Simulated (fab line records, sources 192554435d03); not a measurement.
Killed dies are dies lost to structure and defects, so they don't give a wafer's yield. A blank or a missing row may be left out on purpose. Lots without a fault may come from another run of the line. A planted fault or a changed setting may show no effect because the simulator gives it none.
Split-lot experiment | flow n5_finfet | 7 lots, 39 wafers read, on a route of 1938 steps

THE SPLIT
At N5_GATE_CUT_DESCUM_18 (chemistry O2, time 7 s), the setting time_s was moved away from the recipe's 7 s on 15 of the 39 wafers read, by -49.3% to +59.3%. The other wafers ran this setting at the recipe's value.

The reading is taken at the split's own step.

THE READING
CAR-EUV_of_GATE_CUT_COAT_07.thk_nm (the simulator's own value, which no gauge read), in nm, at N5_GATE_CUT_DESCUM_18 (chemistry O2, time 7 s). The file gives no usual value for it. The 24 wafers here that ran the recipe average 26.0 nm, standard deviation 0.11 nm.

wafer  | tool, chamber at the split | time_s as run, s | against the recipe | CAR-EUV_of_GATE_CUT_COAT_07.thk_nm, nm | against lot-mates on the recipe
L079.1 | rie_diel-02, 3,1,3         | 3.743            | -46.5%             | 27.8                                   | +1.7
L079.4 | rie_diel-02, 3,1,3         | 3.743            | -46.5%             | 27.8                                   | +1.7
L079.5 | rie_diel-02, 3,1,3         | 3.743            | -46.5%             | 27.8                                   | +1.7
L079.2 | rie_diel-02, 0,2           | 7                | recipe             | 26                                     | -
L079.6 | rie_diel-02, 0,2           | 7                | recipe             | 26                                     | -
L079.3 | rie_diel-02, 2             | 7                | recipe             | 26.2                                   | -
L081.1 | rie_diel-02, 3,1           | 7                | recipe             | 26.2                                   | -
L081.6 | rie_diel-02, 3,1           | 7                | recipe             | 26.2                                   | -
L081.4 | rie_diel-02, 1             | 7                | recipe             | 26                                     | -
L087.1 | rie_diel-02, 2             | 8.212            | +17.3%             | 25.6                                   | -0.4
L087.2 | rie_diel-02, 3,0,2         | 7                | recipe             | 26                                     | -
L087.4 | rie_diel-02, 3,0,2         | 7                | recipe             | 26                                     | -
L087.5 | rie_diel-02, 3,0,2         | 7                | recipe             | 26                                     | -
L087.3 | rie_diel-02, 1,3           | 8.212            | +17.3%             | 25.4                                   | -0.6
L087.6 | rie_diel-02, 1,3           | 8.212            | +17.3%             | 25.4                                   | -0.6
L088.1 | rie_diel-02, 1,0           | 11.15            | +59.3%             | 23.8                                   | -2.1
L088.2 | rie_diel-02, 1,0           | 11.15            | +59.3%             | 23.8                                   | -2.1
L088.3 | rie_diel-02, 3,1           | 7                | recipe             | 26                                     | -
L088.5 | rie_diel-02, 3,1           | 7                | recipe             | 26                                     | -
L088.4 | rie_diel-02, 2             | 7                | recipe             | 25.8                                   | -
L088.6 | rie_diel-02, 2             | 11.15            | +59.3%             | 24                                     | -1.9
L089.1 | rie_diel-06, 0             | 4.95             | -29.3%             | 27.2                                   | +1.1
L089.2 | rie_diel-06, 2             | 7                | recipe             | 26                                     | -
L089.3 | rie_diel-06, 3,1           | 7                | recipe             | 26.2                                   | -
L089.4 | rie_diel-06, 3,1           | 7                | recipe             | 26.2                                   | -
L089.5 | rie_diel-06, 2,3           | 4.95             | -29.3%             | 27                                     | +0.9
L089.6 | rie_diel-06, 2,3           | 4.95             | -29.3%             | 27                                     | +0.9
L092.1 | rie_diel-06, 0,2           | 3.546            | -49.3%             | 27.6                                   | +1.6
L092.4 | rie_diel-06, 0,2           | 3.546            | -49.3%             | 27.6                                   | +1.6
L092.2 | rie_diel-06, 3,1,1         | 7                | recipe             | 26                                     | -
L092.3 | rie_diel-06, 3,1,1         | 7                | recipe             | 26                                     | -
L092.6 | rie_diel-06, 3,1,1         | 7                | recipe             | 26                                     | -
L092.5 | rie_diel-06, 2             | 3.546            | -49.3%             | 27.8                                   | +1.8
L094.1 | rie_diel-05, 1,3,0,1,3     | 7                | recipe             | 26                                     | -
L094.2 | rie_diel-05, 1,3,0,1,3     | 7                | recipe             | 26                                     | -
L094.4 | rie_diel-05, 1,3,0,1,3     | 7                | recipe             | 26                                     | -
L094.5 | rie_diel-05, 1,3,0,1,3     | 7                | recipe             | 26                                     | -
L094.6 | rie_diel-05, 1,3,0,1,3     | 7                | recipe             | 26                                     | -
L094.3 | rie_diel-05, 0             | 7                | recipe             | 25.8                                   | -
Where a row lists several chambers, the file gives one row for several wafers and doesn't say which wafer went through which chamber.

THE FIT
A straight line over all 39 wafers: CAR-EUV_of_GATE_CUT_COAT_07.thk_nm changes by -0.0358 nm for each +1% of time_s; r = -0.99; the points scatter about the line by 0.11 nm.
The same after taking each lot's own level away (the mean of its wafers on the recipe; 39 wafers): -0.0347 nm for each +1%; r = -1.00; scatter 0.094 nm.
On that fit, the largest move of time_s shifts the reading by 2.1 nm.
The lots' own levels span 25.93 to 26.13 nm, that is 1.9 times the standard deviation above.
So the lot-to-lot level changes the slope little: the two slopes agree.
Check: with one of the wafers moved furthest among these (+59.3%) left out of the fit, the line predicts -2.04 nm for it against its lot-mates. It came out at -2.13 nm against them.

OTHER SPLITS ON THESE WAFERS
These wafers also went through other splits before the reading. Each is held against what the fit with the lots' levels taken away leaves over:
other split on the same wafers          | wafers away from the commonest value | r with CAR-EUV_of_GATE_CUT_COAT_07.thk_nm (lot level and that fit taken away)
N5_ZERO_LAYER_DEVELOP_10 develop_time_s | 12                                   | -0.11
N5_SD_EPI_P_EPI_21 time_s               | 12                                   | +0.09
N5_HKMG_FIN_DESCUM_17 time_s            | 18                                   | -0.18

THE FILE'S OWN FIT
CAR-EUV_of_GATE_CUT_COAT_07.thk_nm changes by -0.0347 nm for each +1% of time_s, r = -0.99.
